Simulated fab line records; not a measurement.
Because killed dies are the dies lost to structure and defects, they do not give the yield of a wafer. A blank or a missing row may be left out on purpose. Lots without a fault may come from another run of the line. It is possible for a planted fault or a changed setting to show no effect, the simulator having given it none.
fab line records -- flow n5_finfet
record lots=6, wafers=18, last_day=18
route steps=1938 shown DUMMY_GATE@212 BEOL_M4@1111 PASSIVATION@1936
lots untouched by any fault: they come from a run of this same line in which no faults occurred
start_h: hours from the record's first day to the start of the lot's first wafer shown -- wait_h: hours since the lot's step before -- " same as the row above -- L1.1+2: several wafers, shown together as one row -- - value missing, or start not given -- * or withheld: withheld -- < > ~ a bound
route shown NAME@n: names a module that has steps shown in the file, with the first one's number in the route -- usual: mean and standard deviation over wafers with no fault -- same: alike in all rows -- chamber/n: place in a boat -- sites: each site's reading -- _std_site: how widely they spread, as a standard deviation -- _edge_site: mean of outer sites minus mean of inner sites -- radius_mm: for every site, how far away it sits from the centre of the wafer -- mask NAME#n: copy n -- behind: the last tool/chamber to shape the wafer -- hold: why the lot went on hold/how many hours it stayed there/how the hold came to an end -- device: names the non-switching transistor (n, p or np) -- end of line: the route-end tests of the same wafers -- a step without rows: its recipe alone -- killed: at the first sort, the dies lost to defects and structure; wafer yield is something else -- map: a wafer's dies, marking killed ones x, the rest . and places with no die _
set.NAME: the run value of the setting; set.NAME@STEP: its run value at that earlier step -- model.NAME: the simulator's own value behind a step, which no gauge read
a table for each step, a row for each wafer; lots at some steps of the route
services: from which hour (start_h, from the record's first day; less than 0 if before it) a tool's chamber was out of use, for how many hours, and why
## steps
# step N5_DUMMY_GATE_PRECLEAN_00
# recipe chemistry=O3/DIW, time_s=60, temp_c=22, o3_ppm=10
# step N5_DUMMY_GATE_SRD_01
# recipe time_s=30, temp_c=23, rinse_liquid=diw, dry=ipa_marangoni
# step N5_DUMMY_GATE_ALD_02
# recipe material=SiO2, target_thk_a=20, temp_c=300, ald_precursor_family=BDEAS, ald_co_reactant=O2-plasma, pulse_time_s=1, pressure_torr=2
# usual heater_power_w=466/29, precursor_pulse_height_rel=1.000/0.02
lot.wafer,tool,chamber,start_h,wait_h,heater_power_w,precursor_pulse_height_rel
L191.1,ald_sin-03,1,55.13,0.0,477,1.031
L191.2,ald_sin-03,3,55.13,0.0,412,1.015
L191.4,ald_sin-03,0,55.13,0.0,506,1.036
L196.2,ald_sin-01,3,86.40,2.0,471,1.007
L196.5,ald_sin-01,2,86.40,2.0,482,1.004
L196.6,ald_sin-01,3,86.40,2.0,455,0.987
L197.1,ald_sin-01,1,92.09,0.5,460,0.998
L197.2,ald_sin-01,3,92.09,0.5,461,0.982
L197.4,ald_sin-01,2,92.09,0.5,466,0.991
L200.1,ald_sin-03,0,109.88,0.0,502,0.974
L200.2,ald_sin-03,1,109.88,0.0,446,0.991
L200.5,ald_sin-03,3,109.88,0.0,424,0.996
L206.1,ald_sin-01,1,146.08,0.0,468,1.025
L206.4,ald_sin-01,3,146.08,0.0,457,1.051
L206.6,ald_sin-01,0,146.08,0.0,455,1.014
L211.2,ald_sin-03,2,174.97,0.0,464,1.023
L211.5,ald_sin-03,3,174.97,0.0,433,0.985
L211.6,ald_sin-03,2,174.97,0.0,470,0.992
# step N5_DUMMY_GATE_CVD_03
# recipe material=a-Si, target_thk_a=1500, temp_c=530, precursor=SiH4, time_s=8042
# step N5_DUMMY_GATE_PRECLEAN_46
# recipe chemistry=DIW, time_s=89.5, temp_c=23
# step N5_DUMMY_GATE_SRD_47
# recipe dry_time_s=32, dry=n2_spin, spin_rpm=1500
# step N5_DUMMY_GATE_CMP_04
# recipe material=a-Si, post_cmp_clean=alkaline_brush
# usual motor_current_A=9.5/1, slurry_flow_ml_min=150.0/0.45, time_to_endpoint_s=15.1/2.6
lot.wafer,tool,chamber,start_h,wait_h,motor_current_A,slurry_flow_ml_min,time_to_endpoint_s
L191.1,cmp-03,3,59.12,0.0,9.9,149.2,15.8
L191.2,cmp-03,0,59.12,0.0,8.8,149.9,16.9
L191.4,cmp-03,1,59.12,0.0,9.0,149.4,15.0
L196.2,cmp-02,2,90.34,0.1,9.0,149.6,12.2
L196.5,cmp-02,3,90.34,0.1,9.3,149.7,12.0
L196.6,cmp-02,0,90.34,0.1,10.5,150.1,13.5
L197.1,cmp-01,1,96.69,0.0,8.3,150.4,14.8
L197.2,cmp-01,3,96.69,0.0,7.8,150.0,14.2
L197.4,cmp-01,0,96.69,0.0,11.1,149.7,17.3
L200.2,cmp-01,3,113.74,0.0,7.6,149.4,15.8
L200.1,cmp-01,0,113.74,0.0,11.4,149.8,15.8
L200.5,cmp-01,0,113.74,0.0,10.7,149.2,14.9
L206.1,cmp-03,1,149.97,0.1,9.3,150.7,18.5
L206.4,cmp-03,3,149.97,0.1,10.8,149.4,17.4
L206.6,cmp-03,0,149.97,0.1,8.8,149.9,16.6
L211.2,cmp-02,1,178.87,0.1,11.8,149.0,15.2
L211.6,cmp-02,3,178.87,0.1,9.2,149.6,13.1
L211.5,cmp-02,0,178.87,0.1,10.5,150.2,14.8
# step N5_DUMMY_GATE_THK_MEAS_05
# usual thk_nm=72.7/1.3
lot.wafer,tool,chamber,start_h,wait_h,thk_nm
L191.1,film_metro-01,-,59.36,0.2,72.3
L191.2,film_metro-01,-,59.36,0.2,72.8
L191.4,film_metro-01,-,59.36,0.2,73.2
L196.2,film_metro-01,-,90.48,0.1,70.5
L196.5,film_metro-01,-,90.48,0.1,71.8
L196.6,film_metro-01,-,90.48,0.1,71.7
L197.1,film_metro-01,-,96.93,0.2,71.3
L197.2,film_metro-01,-,96.93,0.2,72.8
L197.4,film_metro-01,-,96.93,0.2,73.0
L200.1,film_metro-02,-,113.98,0.2,72.0
L200.2,film_metro-02,-,113.98,0.2,71.6
L200.5,film_metro-02,-,113.98,0.2,72.7
L206.1,film_metro-01,-,150.18,0.2,73.3
L206.4,film_metro-01,-,150.18,0.2,73.5
L206.6,film_metro-01,-,150.18,0.2,73.4
L211.2,film_metro-01,-,179.05,0.1,73.1
L211.5,film_metro-01,-,179.05,0.1,73.6
L211.6,film_metro-01,-,179.05,0.1,71.1
# step N5_DUMMY_GATE_HM_DEP_06
# recipe material=SiNx, target_thk_a=800, precursor=DCS/NH3, temp_c=700, pressure_mtorr=300, time_s=5141
# step N5_DUMMY_GATE_PECVD_30
# recipe material=SiO2, target_thk_a=550, temp_c=400, precursor=TEOS/O2, pressure_torr=6.5, rf_w=withheld, teos_flow_sccm=withheld, gas=O2, flow_sccm=2650, time_s=10.8
# step N5_DUMMY_GATE_COAT_34
# recipe resist=SOC, temp_c=250, time_s=60, spin_rpm=1500, resist_thk_nm=60
# step N5_DUMMY_GATE_COAT_35
# recipe resist=SiARC, temp_c=220, time_s=60, spin_rpm=1500, resist_thk_nm=10
# step N5_DUMMY_GATE_COAT_28
# recipe resist=underlayer, temp_c=205, time_s=60, spin_rpm=1500, resist_thk_nm=10
# usual heater_power_total_W=391.9/1.3, plate_temp_C=204.99/0.15, spin_speed_rpm=1500.0/0.88
lot.wafer,tool,chamber,start_h,wait_h,heater_power_total_W,plate_temp_C,spin_speed_rpm
L191.1,litho_track-03,0,63.40,-,390.9,204.82,1501.7
L191.2,litho_track-03,0,63.40,-,390.6,205.14,1499.2
L191.4,litho_track-03,0,63.40,-,391.5,205.11,1500.2
L196.2,litho_track-03,0,94.53,-,372.9,197.47,1499.5
L196.5,litho_track-03,0,94.53,-,376.9,197.52,1500.9
L196.6,litho_track-03,0,94.53,-,374.7,197.53,1500.2
L197.1,litho_track-03,0,100.97,-,372.4,197.55,1500.3
L197.2,litho_track-03,0,100.97,-,376.1,197.62,1500.9
L197.4,litho_track-03,0,100.97,-,375.3,197.71,1498.9
L200.1,litho_track-02,0,118.01,-,393.2,205.31,1500.6
L200.2,litho_track-02,0,118.01,-,393.6,205.09,1499.7
L200.5,litho_track-02,0,118.01,-,391.2,205.20,1500.1
L206.1,litho_track-05,0,154.21,-,391.1,205.21,1498.4
L206.4,litho_track-05,0,154.21,-,392.2,204.89,1500.0
L206.6,litho_track-05,0,154.21,-,392.4,205.09,1503.6
L211.2,litho_track-02,0,183.10,-,393.8,204.90,1501.9
L211.5,litho_track-02,0,183.10,-,391.3,204.91,1500.1
L211.6,litho_track-02,0,183.10,-,390.5,204.69,1500.3
# step N5_DUMMY_GATE_COAT_09
# recipe resist=CAR-EUV, spin_rpm=1500, resist_thk_nm=30
# step N5_BEOL_M4_RC_MEAS_101
# usual DIBL_N=36.4/2.7, DIBL_P=36/3.2, IOFF_N=0.16/0.046, IOFF_P=0.21/0.055, ION_N=677/15, ION_P=464/11, SS_N=71.5/0.79, SS_P=73.3/0.93, VT_N=250/4.1, VT_P=-251/4.4
lot.wafer,tool,chamber,start_h,wait_h,DIBL_N[mV/V],DIBL_P[mV/V],IOFF_N[nA/um],IOFF_P[nA/um],ION_N[uA/um],ION_P[uA/um],SS_N[mV/dec],SS_P[mV/dec],VT_N[mV],VT_P[mV]
L191.1,prober-01,0,188.78,0.0,38.1,39,0.20,0.30,686,480,72.7,74.1,244,-243
L191.2,prober-01,0,188.78,0.0,37.1,39,0.20,0.32,686,482,71.5,73.9,241,-240
L191.4,prober-01,0,188.78,0.0,34.7,34,0.14,0.20,689,469,71.1,72.3,248,-248
L196.2,prober-02,0,230.95,0.2,41.4,41,0.23,0.33,676,460,71.9,74.9,248,-245
L196.5,prober-02,0,230.95,0.2,36.1,34,0.13,0.19,658,455,71.0,73.1,256,-254
L196.6,prober-02,0,230.95,0.2,35.3,34,0.13,0.19,664,456,71.0,73.9,251,-250
L197.1,prober-01,0,235.59,0.0,39.1,39,0.19,0.27,699,478,72.6,74.8,247,-248
L197.2,prober-01,0,235.59,0.0,35.3,34,0.11,0.17,666,463,71.1,72.3,256,-254
L197.4,prober-01,0,235.59,0.0,35.4,33,0.11,0.17,651,456,71.3,72.2,258,-253
L200.1,prober-02,0,249.36,0.0,31.1,30,0.11,0.14,661,450,69.8,72.1,251,-256
L200.2,prober-02,0,249.36,0.0,29.8,29,0.10,0.13,657,454,70.0,71.8,253,-255
L200.5,prober-02,0,249.36,0.0,32.4,32,0.12,0.16,666,455,71.2,72.9,253,-255
L206.1,prober-02,0,286.58,0.0,35.4,37,0.14,0.16,681,463,71.3,72.8,253,-256
L206.4,prober-02,0,286.58,0.0,38.2,39,0.18,0.19,675,451,72.4,73.8,248,-256
L206.6,prober-02,0,286.58,0.0,36.8,38,0.14,0.16,671,449,72.4,72.8,254,-257
L211.2,prober-01,0,319.60,0.2,35.0,35,0.14,0.15,662,449,71.4,72.9,252,-256
L211.5,prober-01,0,319.60,0.2,36.2,36,0.15,0.15,667,447,72.0,73.0,251,-257
L211.6,prober-01,0,319.60,0.2,29.7,30,0.07,0.10,631,438,70.5,71.5,260,-263
# step N5_PASSIVATION_PROBE_49
# usual defect_limited_yield=91.1/1.4, killed_at_M0_to_M3=34/9.7, killed_at_M4_up=13/5.1, killed_at_contacts=14/6.3, killed_at_front_end=40/11, killed_at_other=3.5/2.7, killed_dies=105/16, killed_open=70/12, killed_short=34/7.8, sort_bin_5_function=5.2/0.88, sort_bin_6_memory=3.3/0.7, sort_bin_8_speed=0.1/0.62, sort_n_pass=1074/17, sort_yield_pct=91.0/1.5
# same gross_dies=1180, killed_at_back_side=0, sort_bin_4_leakage[%]=0
lot.wafer,tool,chamber,start_h,wait_h,defect_limited_yield[%],killed_at_M0_to_M3,killed_at_M4_up,killed_at_contacts,killed_at_front_end,killed_at_other,killed_dies,killed_open,killed_short,sort_bin_5_function[%],sort_bin_6_memory[%],sort_bin_8_speed[%],sort_n_pass,sort_yield_pct[%]
L191.1,prober-01,-,291.78,0.0,90.3,46,6,24,34,4,114,75,39,5.7,3.6,0,1066,90.3
L191.2,prober-01,-,291.83,0.1,91.3,41,14,23,25,0,103,72,30,5.6,2.9,0,1077,91.3
L191.4,prober-01,-,291.93,0.2,92.5,36,14,18,20,0,88,56,30,4.8,2.4,0,1092,92.5
L196.2,prober-02,-,339.09,0.1,90.3,37,14,11,48,5,115,77,32,5.5,3.6,0,1065,90.3
L196.5,prober-02,-,339.24,0.2,91.3,22,9,9,60,3,103,67,36,5.3,3.3,0,1077,91.3
L196.6,prober-02,-,339.29,0.3,91.9,25,13,6,50,1,95,70,24,4.1,3.6,0,1085,91.9
# killed by level:class
L191.1 MOL_CONTACT_COAG:geometric_particle:open=21 BEOL_M0_SAQP:geometric_particle:open=19 BEOL_M0_SAQP:geometric_particle:short=15 BEOL_M2:geometric_particle:open=7 DUMMY_GATE:geometric_particle:open=5 BEOL_M4:geometric_particle:open=5 STARTING-WAFER:geometric_particle:short=5 FIN_SAQP:geometric_particle:open=4
L191.2 MOL_CONTACT_COAG:geometric_particle:open=17 BEOL_M0_SAQP:geometric_particle:open=16 BEOL_M2:geometric_particle:open=9 BEOL_M0_SAQP:geometric_particle:short=7 MOL_CONTACT_COAG:geometric_particle:short=6 BEOL_M4:geometric_particle:open=6 FIN_SAQP:geometric_particle:short=5 BEOL_M3:geometric_particle:open=5
L191.4 MOL_CONTACT_COAG:geometric_particle:open=15 BEOL_M0_SAQP:geometric_particle:short=11 BEOL_M0_SAQP:geometric_particle:open=8 BEOL_M4:geometric_particle:open=6 DUMMY_GATE:geometric_particle:open=5 BEOL_M1:geometric_particle:open=5 FIN_SAQP:geometric_particle:short=4 FIN_SAQP:geometric_particle:open=4
L196.2 STI_FIN_REVEAL:geometric_particle:open=19 BEOL_M0_SAQP:geometric_particle:short=12 BEOL_M3:geometric_particle:open=9 MOL_CONTACT_COAG:geometric_particle:open=9 BEOL_M0_SAQP:geometric_particle:open=9 FIN_SAQP:geometric_particle:open=5 DUMMY_GATE:geometric_particle:open=5 BEOL_M4:geometric_particle:open=5
L196.5 STI_FIN_REVEAL:geometric_particle:open=18 BEOL_M0_SAQP:geometric_particle:short=8 MOL_CONTACT_COAG:geometric_particle:open=7 FIN_SAQP:geometric_particle:open=6 BEOL_M0_SAQP:geometric_particle:open=6 GATE_CUT:geometric_particle:short=5 BEOL_M3:geometric_particle:open=5 STARTING-WAFER:geometric_particle:short=5
L196.6 STI_FIN_REVEAL:geometric_particle:open=20 FIN_SAQP:geometric_particle:short=13 BEOL_M2:geometric_particle:open=10 MOL_CONTACT_COAG:geometric_particle:open=6 BEOL_M1:geometric_particle:open=5 BEOL_M0_SAQP:geometric_particle:short=4 BEOL_M4:geometric_particle:open=4 STARTING-WAFER:geometric_particle:open=4
## services
tool,chamber,start_h,hours,kind
cmp-03,-,46.79,4.0,pm
ald_sin-03,0,59.46,1.5,repair
cmp-03,-,71.63,0.5,repair
cmp-02,-,85.20,0.6,repair
ald_sin-03,-,85.37,14.0,pm
ald_sin-03,0,85.37,14.0,vent_cycle
ald_sin-03,1,85.37,14.0,vent_cycle
ald_sin-03,2,85.37,14.0,vent_cycle
ald_sin-03,3,85.37,14.0,vent_cycle
cmp-01,-,91.66,2.6,repair
ald_sin-03,0,99.37,-,clean
ald_sin-03,1,99.37,-,clean
ald_sin-03,2,99.37,-,clean
ald_sin-03,3,99.37,-,clean
ald_sin-01,2,101.12,6.2,repair
cmp-01,-,121.50,1.7,repair
cmp-03,-,123.58,3.4,pm
litho_track-03,-,139.23,-,consumable_replace:filter
cmp-02,-,160.85,1.0,repair
cmp-03,-,161.57,1.2,repair
cmp-01,-,165.58,2.2,repair
cmp-02,-,170.68,1.6,repair
cmp-01,-,180.99,0.5,repair
litho_track-03,-,182.43,-,consumable_replace:filter
## key
first_sign step=N5_DUMMY_GATE_COAT_28, reading=plate_temp_C, direction=down, sigmas=50, usual=*, struck=*
effect step=N5_DUMMY_GATE_COAT_28, reading=heater_power_total_W, direction=down, sigmas=13, usual=*, struck=*
met_at N5_DUMMY_GATE_COAT_28
struck_wafers L196.2,L196.5,L196.6,L197.1,L197.2,L197.4
onset_between 63.40 94.53
fault kind=process_parameter_drift, tool=litho_track-03, chamber=-, onset_h=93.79, steps=N5_DUMMY_GATE_COAT_28, channel=temp_c, offset=*, shape=step, end_h=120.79, acts_in=*, stated=*
